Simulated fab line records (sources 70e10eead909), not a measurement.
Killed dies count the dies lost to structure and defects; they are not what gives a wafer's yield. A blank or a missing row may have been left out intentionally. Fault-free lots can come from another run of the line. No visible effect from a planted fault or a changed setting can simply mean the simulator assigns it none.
Which of the tools did it?    flow nand-harc    Sampling: 11 lots, 33 wafers, 3 of 1159 route steps

## WHAT THE GAUGES SHOWED, per wafer
NHARC_A_CONTACT_CD_MEAS_08: target cd 100 nm.
lot   measured      on         cd-nm (nm)
L075  day 17 05:24  cd-sem-03  101.4 101.2 101.0
L076  day 17 16:25  cd-sem-02  97.9 99.8 99.2
L078  day 18 15:23  cd-sem-01  101.0 101.3 100.9
L082  day 19 08:21  cd-sem-03  98.8 100.0 99.5
L085  day 20 09:19  cd-sem-01  99.6 99.8 99.0
L087  day 20 15:49  cd-sem-01  99.8 100.2 99.7
L092  day 20 22:34  cd-sem-02  100.0 99.5 99.3
L088  day 21 04:31  cd-sem-03  99.6 99.1 99.5
L093  day 22 01:32  cd-sem-02  99.3 99.6 99.8
L095  day 22 07:41  cd-sem-03  100.5 100.8 99.3
L096  day 22 20:50  cd-sem-03  98.0 99.2 99.6

## WHICH TOOL RAN EACH LOT (tool, then ch and the chambers of the sampled wafers, then the start)
lot   NHARC_A_CONTACT_ETCH_131              NHARC_A_CONTACT_ETCH_91
L075  har-cap-etch-01 ch 1, day 17 00:49    rie-diel-07 ch 0,2, day 17 02:04
L076  har-cap-etch-01 ch 1, day 17 10:58    rie-diel-07 ch 0,2,3, day 17 11:49
L078  har-cap-etch-03 ch 1, day 18 11:23    rie-diel-07 ch 0,3, day 18 12:14
L082  har-cap-etch-02 ch 0, day 19 03:59    rie-diel-07 ch 1,3, day 19 04:50
L085  har-cap-etch-01 ch 0,1, day 20 02:03  rie-diel-09 ch 0,2,3, day 20 02:54
L087  har-cap-etch-03 ch 0,1, day 20 07:38  rie-diel-10 ch 0,3, day 20 08:31
L092  har-cap-etch-03 ch 0,1, day 20 17:08  rie-diel-09 ch 0,2,3, day 20 18:14
L088  har-cap-etch-02 ch 0, day 20 21:19    rie-diel-07 ch 1,2, day 20 22:22
L093  har-cap-etch-01 ch 0,1, day 21 20:31  rie-diel-09 ch 0,1, day 21 21:34
L095  har-cap-etch-01 ch 0,1, day 22 03:43  rie-diel-09 ch 1,2,3, day 22 04:34
L096  har-cap-etch-03 ch 0,1, day 22 15:56  rie-diel-07 ch 0,3, day 22 16:47
- NHARC_A_CONTACT_ETCH_131: etches the open film in C4F8/O2/Ar, time 155 s, target depth 956 nm.
- NHARC_A_CONTACT_ETCH_91: etches the open film in CH3F/O2, target depth 40 nm, time 85.7 s.

## THE ANSWER, worked out from the rows above alone
Rule: the usual values come from the lots themselves. The widest of any qualifying gaps counts: lots, ordered by their means at a reading, are off when they make up no more than a third of the lots, leave a main group of 4 or more, and stand apart from it by 3 or more times the standard deviation of that group's means. If all means in a main group match to the digits the tables above print for the reading, that group is not used. A lot without any number at a reading at which 4 lots or more have one is off too. All remaining lots with rows at the step are treated as sound.
No lot is off on any of the readings shown, so nothing can be concluded from this.

## WHAT HAD BEEN PUT IN BY THE SIMULATOR
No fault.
